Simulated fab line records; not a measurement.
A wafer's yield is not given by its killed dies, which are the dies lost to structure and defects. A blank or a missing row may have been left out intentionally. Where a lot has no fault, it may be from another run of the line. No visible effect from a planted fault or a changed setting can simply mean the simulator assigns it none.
fab line records | flow nandHarc
record: lots: 13 wafers: 39 lastDay: 33
route steps=1302 shown P_GATE@141 END@1302
lots with no fault: from the same line, run without faults
startH: the number of hours between the record's first day and the start of the first shown wafer of the lot | waitH: hours from the lot's prior step to this one | " the same as in the row above | L1.1+2: a row that stands for several wafers | - value missing, or start not given | * or withheld: withheld | < > ~ a bound
route shown NAME@n: names a module that has steps shown in the file, with the first one's number in the route | usual: mean/standard deviation taken from wafers without a fault | same: alike in all rows | chamber/n: place in a boat | sites: each site's reading | _std_site: standard deviation of those values | _edge_site: mean of outer sites minus mean of inner sites | radiusMm: for every site, how far away it sits from the centre of the wafer | mask NAME#n: copy n | behind: the most recent tool/chamber to have shaped the wafer | hold: cause of the lot's hold/its duration in hours/its outcome | device: which transistor (n, p or np) failed to switch | end of line: at the end of the route, the tests of the same wafers | a step given without rows: its recipe and nothing more | killed: at the first sort, the dies lost to defects and structure; wafer yield is something else | map: per-die view of a wafer (x killed, . not killed, _ where there is no die)
set.NAME: the setting as run; set.NAME@STEP: as run at that earlier step | model.NAME: the simulator's own value behind a step, which no gauge read
the route's steps for a sample of lots (tables are steps, rows are wafers)
services: from which hour (startH, from the record's first day; less than 0 if before it) a tool's chamber was out of use, for how many hours, and why
== steps ==
step: NHARC_P_GATE_CD_MEAS_26
recipe: targetCdNm: 120 landingEnergyEv: 500
usual: cdNm: 120.0/0.61
columns lot.wafer tool chamber startH waitH cdNm
L563.1 cdSem-02 0 99.81 - 120.3
L563.2 " 0 " " 120.0
L563.5 " 0 " " 119.8
L564.2 cdSem-02 0 99.97 - 120.0
L564.4 " 0 " " 120.2
L564.5 " 0 " " 120.1
L565.3 cdSem-03 0 112.45 - 119.1
L565.4 " 0 " " 118.7
L565.5 " 0 " " 120.2
L566.2 cdSem-01 0 125.68 - 120.9
L566.3 " 0 " " 119.7
L566.5 " 0 " " 120.1
L573.2 cdSem-03 0 201.89 - 120.4
L573.4 " 0 " " 119.9
L573.6 " 0 " " 120.1
L575.3 cdSem-01 0 212.73 - 119.2
L575.4 " 0 " " 119.4
L575.6 " 0 " " 118.7
L576.2 cdSem-03 0 226.70 - 120.4
L576.5 " 0 " " 120.6
L576.6 " 0 " " 120.1
L577.1 cdSem-03 0 244.75 - 119.8
L577.4 " 0 " " 119.6
L577.5 " 0 " " 120.2
L578.1 cdSem-01 0 245.25 - 119.5
L578.3 " 0 " " 119.5
L578.6 " 0 " " 119.3
L580.2 cdSem-01 0 271.81 - 121.5
L580.3 " 0 " " 119.8
L580.6 " 0 " " 119.6
L581.1 cdSem-03 0 272.12 - 120.1
L581.3 " 0 " " 120.0
L581.6 " 0 " " 120.3
L585.3 cdSem-01 0 319.74 - 119.8
L585.5 " 0 " " 120.6
L585.6 " 0 " " 121.3
L586.3 cdSem-01 0 324.39 - 120.1
L586.4 " 0 " " 120.2
L586.6 " 0 " " 119.4
step: NHARC_P_GATE_INSPECT_28
usual: rawDefectCount: 7/3.4
columns lot.wafer tool chamber startH waitH rawDefectCount
L563.1 defectInspect-02 - 99.94 0.0 7
L563.2 " - " " 9
L563.5 " - " " 1
L564.2 defectInspect-02 - 100.10 0.0 7
L564.4 " - " " 4
L564.5 " - " " 11
L565.3 defectInspect-01 - 112.57 0.0 6
L565.4 " - " " 8
L565.5 " - " " 6
L566.2 defectInspect-02 - 125.81 0.0 8
L566.3 " - " " 4
L566.5 " - " " 8
L573.2 defectInspect-02 - 202.02 0.0 14
L573.4 " - " " 20
L573.6 " - " " 9
L575.3 defectInspect-02 - 212.85 0.0 7
L575.4 " - " " 11
L575.6 " - " " 7
L576.2 defectInspect-02 - 226.83 0.0 9
L576.5 " - " " 10
L576.6 " - " " 4
L577.1 defectInspect-01 - 244.88 0.0 6
L577.4 " - " " 6
L577.5 " - " " 6
L578.1 defectInspect-01 - 245.37 0.0 8
L578.3 " - " " 8
L578.6 " - " " 6
L580.2 defectInspect-02 - 271.93 0.0 4
L580.3 " - " " 13
L580.6 " - " " 6
L581.1 defectInspect-02 - 272.24 0.0 7
L581.3 " - " " 11
L581.6 " - " " 10
L585.3 defectInspect-01 - 319.86 0.0 6
L585.5 " - " " 11
L585.6 " - " " 8
L586.3 defectInspect-01 - 324.51 0.0 2
L586.4 " - " " 4
L586.6 " - " " 5
step: NHARC_P_GATE_ALD_36
recipe: targetThkA: 200 pulseTimeS: 60 aldCycles: 223 tempC: 400 material: SiNx
usual: heaterPowerW: 849/44 precursorPulseHeightRel: 1.000/0.02
columns lot.wafer tool chamber startH waitH heaterPowerW precursorPulseHeightRel
L563.2 aldSin-04 3 101.25 - 839 1.012
L563.1 " 2 104.47 - 802 1.015
L563.5 " 3 105.55 - 835 0.987
L564.4 aldSin-01 2 101.41 - 896 0.986
L564.2 " 3 102.48 - 900 0.992
L564.5 " 2 105.68 - 887 1.023
L565.3 aldSin-03 1 113.92 - 880 0.993
L565.4 " 3 116.01 - 877 1.020
L565.5 " 1 118.10 - 859 0.984
L566.3 aldSin-04 1 128.18 - 762 1.008
L566.2 " 2 129.23 - 818 1.045
L566.5 " 1 132.39 - 772 0.979
L573.2 aldSin-01 0 203.36 - 812 1.008
L573.4 " 1 204.42 - 877 1.009
L573.6 " 1 208.64 - 880 0.986
L575.4 aldSin-03 1 215.23 - 884 0.987
L575.3 " 2 216.28 - 824 1.021
L575.6 " 0 218.40 - 841 0.986
L576.2 aldSin-01 1 228.14 - 858 0.999
L576.5 " 1 232.33 - 877 0.991
L576.6 " 2 233.38 - 934 0.991
L577.4 aldSin-04 0 246.19 - 828 0.989
L577.1 " 2 248.31 - 828 1.022
L577.5 " 0 250.42 - 839 0.996
L578.1 aldSin-03 2 248.79 - 846 1.001
L578.3 " 3 249.83 - 872 1.037
L578.6 " 0 250.88 - 819 1.023
L580.2 aldSin-04 3 273.30 - 811 0.971
L580.3 " 1 275.39 - 776 0.985
L580.6 " 0 278.53 - 828 1.005
L581.3 aldSin-03 0 273.58 - 837 1.014
L581.1 " 3 276.70 - 888 1.013
L581.6 " 1 278.78 - 868 0.966
L585.3 aldSin-01 0 323.36 - 848 0.966
L585.6 " 2 325.47 - 951 0.993
L585.5 " 3 326.52 - 908 1.005
L586.3 aldSin-04 2 327.94 - 825 1.023
L586.4 " 3 329.00 - 800 1.024
L586.6 " 1 331.11 - 781 0.993
step: NHARC_P_GATE_EXPOSE_56
recipe: na: 0.6 targetCdNm: 720 doseMj: 14.81 maskId: P_PSD
usual: focusOffsetNm: 0.0/0.47
columns lot.wafer tool chamber startH waitH mask focusOffsetNm
L563.1 krfScanner-02 0 113.48 - P_PSD#0 0.3
L563.2 " 0 " " P_PSD#0 -0.2
L563.5 " 0 " " P_PSD#0 -0.2
L564.2 krfScanner-04 0 113.65 - P_PSD#0 0.7
L564.4 " 0 " " P_PSD#0 -0.1
L564.5 " 0 " " P_PSD#0 0.7
L565.3 krfScanner-04 0 125.87 - P_NSD#0 -0.4
L565.4 " 0 " " P_NSD#0 -0.6
L565.5 " 0 " " P_NSD#0 -0.2
L566.2 krfScanner-04 0 139.11 - P_PSD#0 -0.2
L566.3 " 0 " " P_PSD#0 0.1
L566.5 " 0 " " P_PSD#0 -0.4
L573.2 krfScanner-02 0 215.36 - P_PSD#0 1.0
L573.4 " 0 " " P_PSD#0 0.6
L573.6 " 0 " " P_PSD#0 0.9
L575.3 krfScanner-01 0 226.23 - P_PSD#0 0.3
L575.4 " 0 " " P_PSD#0 -0.2
L575.6 " 0 " " P_PSD#0 0.7
L576.2 krfScanner-02 0 240.26 - P_PSD#0 0.7
L576.5 " 0 " " P_PSD#0 -0.5
L576.6 " 0 " " P_PSD#0 0.6
L577.1 krfScanner-01 0 258.56 - P_PSD#0 0.9
L577.4 " 0 " " P_PSD#0 0.2
L577.5 " 0 " " P_PSD#0 0.2
L578.1 krfScanner-02 0 258.94 - P_PSD#0 -0.2
L578.3 " 0 " " P_PSD#0 0.8
L578.6 " 0 " " P_PSD#0 0.6
L580.2 krfScanner-04 0 285.36 - P_PSD#0 -0.3
L580.3 " 0 " " P_PSD#0 0.1
L580.6 " 0 " " P_PSD#0 -0.6
L581.1 krfScanner-01 0 285.68 - P_PSD#0 0.0
L581.3 " 0 " " P_PSD#0 -1.0
L581.6 " 0 " " P_PSD#0 0.1
L585.3 krfScanner-02 0 333.26 - P_PSD#0 0.0
L585.5 " 0 " " P_PSD#0 0.5
L585.6 " 0 " " P_PSD#0 0.4
L586.3 krfScanner-02 0 337.97 - P_PSD#0 0.1
L586.4 " 0 " " P_PSD#0 -0.1
L586.6 " 0 " " P_PSD#0 -0.2
step: NHARC_P_GATE_CD_MEAS_59
recipe: targetCdNm: 720 landingEnergyEv: 500
usual: cdNm: 719.1/1.6
columns lot.wafer tool chamber startH waitH cdNm
L563.1 cdSem-01 0 113.63 - 719.6
L563.2 " 0 " " 720.2
L563.5 " 0 " " 717.2
L564.2 cdSem-03 0 113.80 - 720.2
L564.4 " 0 " " 717.1
L564.5 " 0 " " 717.6
L565.3 cdSem-02 0 126.02 - -
L565.4 " 0 " " -
L565.5 " 0 " " -
L566.2 cdSem-01 0 139.26 - 718.6
L566.3 " 0 " " 720.5
L566.5 " 0 " " 723.5
L573.2 cdSem-02 0 215.51 - 718.9
L573.4 " 0 " " 718.4
L573.6 " 0 " " 721.2
L575.3 cdSem-02 0 226.38 - 719.8
L575.4 " 0 " " 719.2
L575.6 " 0 " " 718.9
L576.2 cdSem-03 0 240.41 - 718.4
L576.5 " 0 " " 721.7
L576.6 " 0 " " 717.4
L577.1 cdSem-03 0 258.72 - 717.1
L577.4 " 0 " " 718.5
L577.5 " 0 " " 716.1
L578.1 cdSem-03 0 259.09 - 717.7
L578.3 " 0 " " 720.5
L578.6 " 0 " " 719.2
L580.2 cdSem-02 0 285.51 - 718.4
L580.3 " 0 " " 720.9
L580.6 " 0 " " 720.4
L581.1 cdSem-01 0 285.84 - 721.2
L581.3 " 0 " " 718.1
L581.6 " 0 " " 719.8
L585.3 cdSem-02 0 333.41 - 719.7
L585.5 " 0 " " 717.1
L585.6 " 0 " " 720.4
L586.3 cdSem-02 0 338.12 - 721.5
L586.4 " 0 " " 721.6
L586.6 " 0 " " 720.2
step: NHARC_END_SORT_01
recipe: tempC: 25
usual: killedAtArray: 57/19 killedAtOther: 0.9/1.1 killedAtPeriphery: 4.0/2.6 killedDies: 62/19 killedOpen: 3.3/1.8 killedShort: 2.4/1.7
same: grossDies: 677
columns lot.wafer tool chamber startH waitH killedAtArray killedAtOther killedAtPeriphery killedDies killedOpen killedShort
L565.3 prober-01 0 589.45 3.1 63 0 614 677 2 3
L565.4 prober-01 0 590.25 3.4 49 1 627 677 1 4
L565.5 prober-01 0 591.05 3.7 54 0 623 677 3 1
killed by level:class
L565.3 P_GATE:areaExpose=608 A_CHANNEL_HOLE_D2:chamberFilmFlake=29 A_SLIT:chamberFilmFlake=23 A_STAIRCASE:chamberFilmFlake=6 P_BONDPAD:chamberFilmFlake=2 A_CONTACT:chamberFilmFlake=2 P_GATE:geometricParticle:open=1 P_CONTACT:geometricParticle:short=1
L565.4 P_GATE:areaExpose=622 A_CHANNEL_HOLE_D2:chamberFilmFlake=26 A_SLIT:chamberFilmFlake=16 P_STI:chamberFilmFlake=4 A_CHANNEL_HOLE_D1:geometricParticle:short=1 A_CHANNEL_HOLE_D2:geometricParticle:short=1 A_WL_FILL:geometricParticle:short=1 A_M0:geometricParticle:open=1
L565.5 P_GATE:areaExpose=620 A_CHANNEL_HOLE_D2:chamberFilmFlake=27 A_SLIT:chamberFilmFlake=14 P_BONDPAD:chamberFilmFlake=2 A_CHANNEL_FILL_D1:chamberFilmFlake=2 A_STAIRCASE:chamberFilmFlake=2 A_WL_FILL:chamberFilmFlake=2 A_CONTACT:chamberFilmFlake=2
== services ==
columns tool chamber startH hours kind
aldSin-04 - 83.99 10.0 pm
krfScanner-02 0 87.85 - calibration
krfScanner-02 - 94.00 4.0 pm
aldSin-01 3 122.50 16.1 repair
aldSin-03 1 138.05 2.8 repair
krfScanner-01 - 140.02 4.0 pm
krfScanner-04 - 167.86 0.7 repair
aldSin-03 - 170.00 10.0 pm
aldSin-01 0 179.26 1.5 repair
krfScanner-04 - 182.00 4.0 pm
krfScanner-01 - 197.72 0.4 repair
krfScanner-01 - 198.60 3.0 repair
aldSin-03 0 227.20 4.5 repair
krfScanner-02 0 246.43 - calibration
aldSin-04 - 261.99 10.0 pm
krfScanner-02 - 266.00 4.0 pm
krfScanner-01 - 277.51 0.6 repair
krfScanner-04 - 289.27 0.5 repair
krfScanner-04 - 295.17 2.1 repair
aldSin-01 - 297.25 0.6 repair
krfScanner-04 - 304.77 0.2 repair
krfScanner-01 - 312.02 4.0 pm
aldSin-01 - 330.25 0.5 repair
krfScanner-01 - 333.60 0.5 repair
== key ==
firstSign: step: NHARC_P_GATE_EXPOSE_56 reading: mask direction: changed
effect: step: NHARC_P_GATE_CD_MEAS_59 reading: cdNm direction: missing
effect: step: NHARC_END_SORT_01 reading: killedAtPeriphery direction: up sigmas: 99+ usual: 4.0 struck: 621.3
moreKillsBornAt: NHARC_P_GATE_EXPOSE_56@krfScanner-04: 1850
metAt NHARC_P_GATE_EXPOSE_56
struckLots L565
laterRowsLeftOut L565.3,L565.4,L565.5
testerLeftOut L565
notActingAt NHARC_P_GATE_CD_MEAS_26,NHARC_P_GATE_INSPECT_28,NHARC_P_GATE_ALD_36
onsetBetween 113.65 125.87
fault: kind: wrongMask tool: any chamber: - onsetH: 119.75 steps: NHARC_P_GATE_EXPOSE_56 auxCopy: P_NSD#0 scope: struckLotsOnly
testerLeftOut: of these lots the tester's yield and bins aren't shown, on N5 and GAA mostly nor the transistor test; their killed dies are dies lost to structure and defects alone, not to doping, threshold or leakage, so they don't give the yield
laterRowsLeftOut: the simulator's readings of these wafers behind a module that went badly wrong aren't trusted and aren't shown, but for the sort
